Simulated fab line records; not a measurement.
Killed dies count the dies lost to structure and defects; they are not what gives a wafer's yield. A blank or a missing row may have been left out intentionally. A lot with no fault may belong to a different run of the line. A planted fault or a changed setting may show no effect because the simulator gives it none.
fab line records ; flow n5-finfet ; part 2 of 2: steps 5 to 6 of 6
[record] lots = 20; wafers = 60; last-day = 18
route steps=1938 shown BEOL_M1@774
lots with no fault: from the same line, run without faults
start-h: the number of hours between the record's first day and the start of the first shown wafer of the lot ; wait-h: hours elapsed since this lot's preceding step ; " identical to the entry in the row above ; L1.1+2: a single row standing in for several wafers ; - no value, or no start given ; * or withheld: withheld ; < > ~ a bound
route shown NAME@n: names a module that has steps shown in the file, with the first one's number in the route ; usual: average and standard deviation across the fault-free wafers ; same: alike in all rows ; chamber/n: place in a boat ; sites: each site's reading ; _std_site: their standard deviation ; _edge_site: mean of outer sites minus mean of inner sites ; radius-mm: for every site, how far away it sits from the centre of the wafer ; mask NAME#n: copy n ; behind: the most recent tool/chamber to have shaped the wafer ; hold: what put the lot on hold/how long, in hours/how the hold closed ; device: whichever transistor did not switch (one of n, p or np) ; end of line: the tests these same wafers got at the end of their route ; for a step that has no rows: nothing shown but its recipe ; killed: at the first sort, the dies lost to defects and structure; wafer yield is something else ; map: shows each die of a wafer: x if killed, . if not, _ if none is there
set.NAME: the run value of the setting; set.NAME@STEP: its run value at that earlier step ; model.NAME: the simulator's own value behind a step, which no gauge read
a sample of lots followed through the steps of the route, with each step as a table and each wafer as a row
services: the hour from which a tool's chamber was out of use, counted from the record's first day as start-h (under 0 if before that day), plus the number of hours and why
[[steps]]
[step N5_BEOL_M1_VIA_ETCH_34]
[recipe] chemistry = C4F6/O2; target-depth-a = 678; mask-material = SOC; pressure-mtorr = 15; ion-energy-ev = 250; taper-deg = 4; time-s = 64.4; source-w = 350; bias-w = 170; Ar_flow_sccm = 300; C4F6_flow_sccm = 10; O2_flow_sccm = 10
[usual] drypump-motor-current-A = 5.7/0.43; oes-product-au = 0.77/0.083; rf-vpp-V = 667/8.4; showerhead-plenum-p-Torr = 2.84/0.086; throttle-valve-pct = 30.83/0.24
lot.wafer;tool;chamber;start-h;wait-h;drypump-motor-current-A;oes-product-au;rf-hours-counter-h;rf-vpp-V;showerhead-plenum-p-Torr;throttle-valve-pct
L074.2;rie-diel-06;0;129.04;0.0;5.7;0.71;226;673;2.92;30.53
L074.3;rie-diel-06;2;129.04;0.0;5.9;0.72;184;681;2.94;30.78
L074.6;rie-diel-06;1;129.04;0.0;5.8;0.75;-;660;2.73;30.86
L075.1;rie-diel-04;2;132.06;0.0;6.5;0.64;291;662;2.78;31.18
L075.2;rie-diel-04;0;132.06;0.0;5.6;0.87;45;671;2.78;30.82
L075.3;rie-diel-04;1;132.06;0.0;5.9;0.69;217;677;2.94;30.87
L077.2;rie-diel-06;1;137.42;0.0;5.8;0.74;139;659;2.73;30.84
L077.3;rie-diel-06;0;137.42;0.0;5.7;0.71;229;674;2.92;30.55
L077.4;rie-diel-06;3;137.42;0.0;5.2;0.77;150;676;2.96;30.40
L076.1;rie-diel-04;1;139.55;0.0;5.9;0.69;220;677;2.94;30.87
L076.3;rie-diel-04;2;139.55;0.0;6.5;0.65;293;663;2.78;31.18
L076.4;rie-diel-04;0;139.55;0.0;5.6;0.86;-;669;2.78;30.80
L078.1;rie-diel-06;1;150.99;0.0;5.8;0.74;143;660;2.73;30.85
L078.2;rie-diel-06;3;150.99;0.0;5.2;0.76;154;677;2.96;30.40
L078.5;rie-diel-06;1;150.99;0.0;5.8;0.74;-;659;2.73;30.84
L079.2;rie-diel-06;3;153.51;0.0;5.2;0.76;155;677;2.96;30.40
L079.4;rie-diel-06;1;153.51;0.0;5.8;0.74;144;659;2.73;30.86
L079.5;rie-diel-06;3;153.51;0.0;5.2;0.76;-;676;2.96;30.40
L080.1;rie-diel-04;2;154.04;0.0;6.5;0.65;299;661;2.77;31.19
L080.3;rie-diel-04;1;154.04;0.0;5.9;0.69;226;679;2.93;30.89
L080.5;rie-diel-04;1;154.04;0.0;5.9;0.69;-;677;2.93;30.87
L081.2;rie-diel-04;0;163.23;0.0;5.6;0.85;54;670;2.77;30.84
L081.3;rie-diel-04;1;163.23;0.0;5.9;0.68;229;678;2.93;30.87
L081.6;rie-diel-04;3;163.23;0.0;5.1;0.79;-;657;2.86;31.13
L082.3;rie-diel-05;3;169.08;0.0;5.6;0.83;82;660;2.75;30.37
L082.4;rie-diel-05;2;169.08;0.0;5.1;0.86;48;663;2.88;30.61
L082.5;rie-diel-05;1;169.08;0.0;5.5;0.72;-;670;2.71;30.81
L083.3;rie-diel-04;2;177.45;0.0;6.5;1.00;1;658;2.77;30.91
L083.5;rie-diel-04;2;177.45;0.0;6.6;1.00;-;658;2.77;30.92
L083.6;rie-diel-04;0;177.45;0.0;5.6;0.85;-;669;2.77;30.82
L086.1;rie-diel-06;2;194.07;0.0;6.0;0.71;206;680;2.93;30.80
L086.3;rie-diel-06;1;194.07;0.0;5.8;0.73;152;659;2.73;30.85
L086.5;rie-diel-06;0;194.07;0.0;5.7;0.70;-;674;2.91;30.56
L084.2;rie-diel-04;2;194.16;0.0;6.5;0.96;6;657;2.77;30.93
L084.5;rie-diel-04;3;194.16;0.0;5.1;0.76;-;655;2.85;31.13
L084.6;rie-diel-04;0;194.16;0.0;5.6;0.83;-;668;2.77;30.84
L085.3;rie-diel-06;1;194.44;0.0;5.8;0.74;152;660;2.73;30.86
L085.4;rie-diel-06;3;194.44;0.0;5.2;0.75;168;676;2.95;30.43
L085.6;rie-diel-06;2;194.44;0.0;5.9;0.71;-;679;2.93;30.81
L087.2;rie-diel-05;0;207.02;0.0;6.0;0.71;201;669;2.93;31.16
L087.4;rie-diel-05;3;207.02;0.0;5.7;0.83;94;661;2.74;30.39
L087.5;rie-diel-05;3;207.02;0.0;5.7;0.83;-;661;2.74;30.37
L088.1;rie-diel-06;3;208.87;0.0;5.2;0.74;171;676;2.95;30.42
L088.2;rie-diel-06;1;208.87;0.0;5.8;0.73;157;657;2.72;30.86
L088.4;rie-diel-06;2;208.87;0.0;6.0;0.71;-;677;2.93;30.79
L089.1;rie-diel-04;2;215.10;0.0;6.5;0.94;12;657;2.77;30.93
L089.5;rie-diel-04;0;215.10;0.0;5.6;0.82;-;668;2.77;30.83
L089.6;rie-diel-04;3;215.10;0.0;5.1;0.76;-;657;2.85;31.13
L091.1;rie-diel-04;2;224.30;0.0;6.5;0.94;14;657;2.77;30.93
L091.4;rie-diel-04;0;224.30;0.0;5.6;0.82;73;668;2.77;30.84
L091.5;rie-diel-04;2;224.30;0.0;6.5;0.93;-;657;2.77;30.93
L094.1;rie-diel-04;2;247.08;0.0;6.6;0.92;21;656;2.76;30.94
L094.4;rie-diel-04;2;247.08;0.0;6.5;0.92;-;658;2.76;30.92
L094.5;rie-diel-04;3;247.08;0.0;5.1;0.75;-;655;2.84;31.14
L095.2;rie-diel-04;3;269.52;0.0;5.1;0.74;173;656;2.84;31.15
L095.4;rie-diel-04;0;269.52;0.0;5.6;0.80;90;668;2.76;30.86
L095.6;rie-diel-04;2;269.52;0.0;6.5;0.89;-;658;2.76;30.96
L096.1;rie-diel-04;1;274.84;0.0;5.9;0.97;2;678;2.92;30.52
L096.5;rie-diel-04;2;274.84;0.0;6.5;0.89;-;656;2.76;30.96
L096.6;rie-diel-04;3;274.84;0.0;5.1;0.74;-;656;2.84;31.16
[step N5_BEOL_M1_SPUTTER_79]
[recipe] material = Cu; target-thk-a = 45; temp-c = -20; chamber-pressure-pa = 0.07; power-w = withheld; time-s = 8.29
[usual] chuck-gas-flow-sccm = 1.25/0.052; susceptor-temp-C = -20.01/0.096; throttle-valve-pct = 30.9/0.75
lot.wafer;tool;chamber;start-h;wait-h;chuck-gas-flow-sccm;susceptor-temp-C;throttle-valve-pct
L074.2;pvd-sputter-02;-;130.79;0.1;1.22;-20.06;30.5
L074.3;pvd-sputter-02;-;130.79;0.1;1.24;-20.04;30.9
L074.6;pvd-sputter-02;-;130.79;0.1;1.24;-19.90;32.5
L075.1;pvd-sputter-01;-;133.73;0.1;1.26;-20.08;30.7
L075.2;pvd-sputter-01;-;133.73;0.1;1.28;-20.06;30.8
L075.3;pvd-sputter-01;-;133.73;0.1;1.15;-19.99;31.3
L077.2;pvd-sputter-01;-;139.09;0.1;1.35;-19.95;32.0
L077.3;pvd-sputter-01;-;139.09;0.1;1.22;-19.79;30.6
L077.4;pvd-sputter-01;-;139.09;0.1;1.24;-19.99;31.3
L076.1;pvd-sputter-01;-;140.93;0.1;1.28;-20.09;31.6
L076.3;pvd-sputter-01;-;140.93;0.1;1.16;-20.10;30.5
L076.4;pvd-sputter-01;-;140.93;0.1;1.20;-20.23;30.3
L078.1;pvd-sputter-01;-;152.61;0.1;1.36;-19.97;31.9
L078.2;pvd-sputter-01;-;152.61;0.1;1.19;-20.13;31.5
L078.5;pvd-sputter-01;-;152.61;0.1;1.24;-19.91;31.4
L079.2;pvd-sputter-03;-;154.84;0.1;1.27;-19.98;29.8
L079.4;pvd-sputter-03;-;154.84;0.1;1.38;-20.05;30.8
L079.5;pvd-sputter-03;-;154.84;0.1;1.20;-20.10;30.6
L080.1;pvd-sputter-02;-;160.18;0.1;1.18;-19.92;32.1
L080.3;pvd-sputter-02;-;160.18;0.1;1.21;-20.02;31.1
L080.5;pvd-sputter-02;-;160.18;0.1;1.25;-20.02;31.3
L081.2;pvd-sputter-02;-;164.70;0.1;1.26;-20.00;31.2
L081.3;pvd-sputter-02;-;164.70;0.1;1.29;-19.99;30.1
L081.6;pvd-sputter-02;-;164.70;0.1;1.23;-19.98;30.4
L082.3;pvd-sputter-03;-;171.00;0.1;1.28;-19.80;30.6
L082.4;pvd-sputter-03;-;171.00;0.1;1.32;-19.81;29.6
L082.5;pvd-sputter-03;-;171.00;0.1;1.28;-19.95;31.1
L083.3;pvd-sputter-03;-;179.23;0.1;1.28;-20.08;31.1
L083.5;pvd-sputter-03;-;179.23;0.1;1.29;-20.01;29.9
L083.6;pvd-sputter-03;-;179.23;0.1;1.28;-20.01;30.5
L086.1;pvd-sputter-02;-;195.31;0.1;1.25;-20.04;31.5
L086.3;pvd-sputter-02;-;195.31;0.1;1.30;-20.01;30.0
L086.5;pvd-sputter-02;-;195.31;0.1;1.24;-19.99;32.0
L084.2;pvd-sputter-01;-;195.39;0.1;1.26;-19.94;31.5
L084.5;pvd-sputter-01;-;195.39;0.1;1.26;-19.95;30.5
L084.6;pvd-sputter-01;-;195.39;0.1;1.20;-19.98;31.3
L085.3;pvd-sputter-01;-;197.51;0.1;1.30;-20.03;30.4
L085.4;pvd-sputter-01;-;197.51;0.1;1.27;-19.90;30.6
L085.6;pvd-sputter-01;-;197.51;0.1;1.36;-20.14;32.1
L087.2;pvd-sputter-02;-;209.37;0.1;1.30;-19.91;31.2
L087.4;pvd-sputter-02;-;209.37;0.1;1.22;-20.11;30.2
L087.5;pvd-sputter-02;-;209.37;0.1;1.25;-19.93;31.2
L088.1;pvd-sputter-03;-;210.29;0.1;1.25;-20.16;30.2
L088.2;pvd-sputter-03;-;210.29;0.1;1.32;-19.90;30.7
L088.4;pvd-sputter-03;-;210.29;0.1;1.21;-20.02;31.3
L089.1;pvd-sputter-03;-;216.77;0.1;1.26;-19.91;31.0
L089.5;pvd-sputter-03;-;216.77;0.1;1.30;-20.06;30.1
L089.6;pvd-sputter-03;-;216.77;0.1;1.21;-20.00;29.3
L091.1;pvd-sputter-02;-;226.26;0.1;1.13;-20.14;31.2
L091.4;pvd-sputter-02;-;226.26;0.1;1.23;-19.97;31.0
L091.5;pvd-sputter-02;-;226.26;0.1;1.21;-20.07;31.0
L094.1;pvd-sputter-03;-;248.70;0.1;1.18;-19.88;30.3
L094.4;pvd-sputter-03;-;248.70;0.1;1.22;-19.88;31.1
L094.5;pvd-sputter-03;-;248.70;0.1;1.20;-20.01;30.5
L095.2;pvd-sputter-02;-;271.29;0.1;1.28;-20.00;31.1
L095.4;pvd-sputter-02;-;271.29;0.1;1.35;-19.98;31.9
L095.6;pvd-sputter-02;-;271.29;0.1;1.29;-19.97;31.3
L096.1;pvd-sputter-03;-;276.61;0.1;1.36;-20.19;29.9
L096.5;pvd-sputter-03;-;276.61;0.1;1.24;-20.05;30.5
L096.6;pvd-sputter-03;-;276.61;0.1;1.27;-20.12;30.4
[[services]]
tool;chamber;start-h;hours;kind
rie-diel-05;0;105.22;2.4;repair
pvd-sputter-02;-;115.51;1.1;repair
rie-metal-01;0;148.50;-;clean
rie-metal-01;0;148.50;19.5;scheduled-down
rie-metal-01;0;148.50;19.5;vent-cycle
rie-diel-05;0;149.24;2.4;repair
rie-diel-04;0;150.26;5.2;repair
rie-diel-04;2;155.76;-;clean
rie-diel-04;2;155.76;-;consumable-replace:esc
rie-diel-04;2;155.76;-;consumable-replace:focus-ring
rie-diel-04;2;155.76;18.5;scheduled-down
rie-diel-04;2;155.76;18.5;vent-cycle
rie-diel-06;1;175.19;8.7;repair
rie-diel-06;0;208.32;-;clean
rie-diel-06;0;208.32;-;consumable-replace:focus-ring
rie-diel-06;0;208.32;17.7;scheduled-down
rie-diel-06;0;208.32;17.7;vent-cycle
rie-metal-03;-;208.83;0.7;repair
rie-metal-02;1;223.28;6.9;repair
rie-diel-04;1;244.83;-;clean
rie-diel-04;1;244.83;-;consumable-replace:focus-ring
rie-diel-04;1;244.83;22.6;scheduled-down
rie-diel-04;1;244.83;22.6;vent-cycle
rie-metal-01;0;274.69;5.8;repair
